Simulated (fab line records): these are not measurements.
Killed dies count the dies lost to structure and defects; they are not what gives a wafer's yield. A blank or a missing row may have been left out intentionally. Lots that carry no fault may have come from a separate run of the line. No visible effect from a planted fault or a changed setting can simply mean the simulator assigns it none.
3 desks, one fault ; flow n5_finfet ; every desk sees just its own numbers, and what lay behind them comes last

METROLOGY DESK
Means of the sampled wafers that have a number, per lot and without regard to the tool the lot ran on: this is what the gauges read. Marked OUT: a lot whose mean sits more than 4 standard deviations from the usual mean, which makes it out of limits; the brackets give that distance. Only the readings that lie furthest out on some lot appear, 7 of the 12 it has.
Columns: A = cd_nm at N5_BEOL_M3_CD_MEAS_11, usual 17.03 nm; B = IOFF_N at N5_BEOL_M4_RC_MEAS_101, usual 0.16 nA/um; C = ION_N at N5_BEOL_M4_RC_MEAS_101, usual 672 uA/um; D = ION_P at N5_BEOL_M4_RC_MEAS_101, usual 461 uA/um; E = SS_P at N5_BEOL_M4_RC_MEAS_101, usual 73.2 mV/dec; F = VT_N at N5_BEOL_M4_RC_MEAS_101, usual 250 mV; G = VT_P at N5_BEOL_M4_RC_MEAS_101, usual -251 mV
lot;first seen here;A;B;C;D;E;F;G
L227;day 8 13:55;17.17;0.17;675;463;74.0;248;-246
L229;day 8 18:23;16.73;0.12;663;460;72.2;253;-252
L231;day 9 07:10;16.69;0.16;668;456;73.2;250;-252
L239;day 11 23:43;17.00;0.17;673;455;72.7;250;-251
L241;day 12 04:31;17.16;0.16;679;460;73.8;252;-250
L246;day 13 14:21;17.00;0.20;691;473;74.0;245;-248
Result from this desk: across the 6 lots, nothing is out of limits.

THE DEFECT DESK
For each lot, the counts of the inspections along the route, averaged over the sampled wafers that have a number. Marked OUT: a lot whose mean sits more than 4 standard deviations from the usual mean, which makes it out of limits; the brackets give that distance.
Columns: A = raw_defect_count at N5_BEOL_M3_INSPECT_13, usual 424
lot;first seen here;A
L227;day 8 14:01;406
L229;day 8 18:28;381
L231;day 9 07:16;410
L239;day 11 23:49;261
L241;day 12 04:37;484
L246;day 13 14:26;391
Result from this desk: across the 6 lots, nothing is out of limits.

THE TOOL OWNER'S DESK: rie_diel-01
The tool's own readings at N5_BEOL_M3_ETCH_64 (etches SOC in N2/H2, target depth 75 nm, overetch 15 nm, time 112.5 s): means of the sampled wafers that have a number, for each lot that ran on this tool. Marked OUT: a lot whose mean sits more than 4 standard deviations from the usual mean, which makes it out of limits; the brackets give that distance.
Columns: A = drypump_motor_current_A at N5_BEOL_M3_ETCH_64, usual 5.9 A; B = oes_product_au at N5_BEOL_M3_ETCH_64, usual 0.65 a.u.; C = rf_vpp_V at N5_BEOL_M3_ETCH_64, usual 525.4 V; D = showerhead_plenum_p_Torr at N5_BEOL_M3_ETCH_64, usual 2.59 Torr; E = throttle_valve_pct at N5_BEOL_M3_ETCH_64, usual 17.85 %
lot;first seen here;A;B;C;D;E
L229;day 8 18:40;6.0;0.68;525.8;2.58;17.85
L231;day 9 08:26;6.0;0.71;526.7;2.62;17.76
L239;day 11 23:56;6.1;0.69;526.2;2.63;17.81
L241;day 12 04:44;6.0;0.65;524.1;2.58;17.95
Result from this desk: across the 4 lots, nothing is out of limits.

ALL TOGETHER
Nothing out of limits was seen by the metrology desk.
The defect desk saw nothing out of limits.
Nothing out of limits was seen by the tool owner's desk.

WHAT THE SIMULATOR HAD INSERTED
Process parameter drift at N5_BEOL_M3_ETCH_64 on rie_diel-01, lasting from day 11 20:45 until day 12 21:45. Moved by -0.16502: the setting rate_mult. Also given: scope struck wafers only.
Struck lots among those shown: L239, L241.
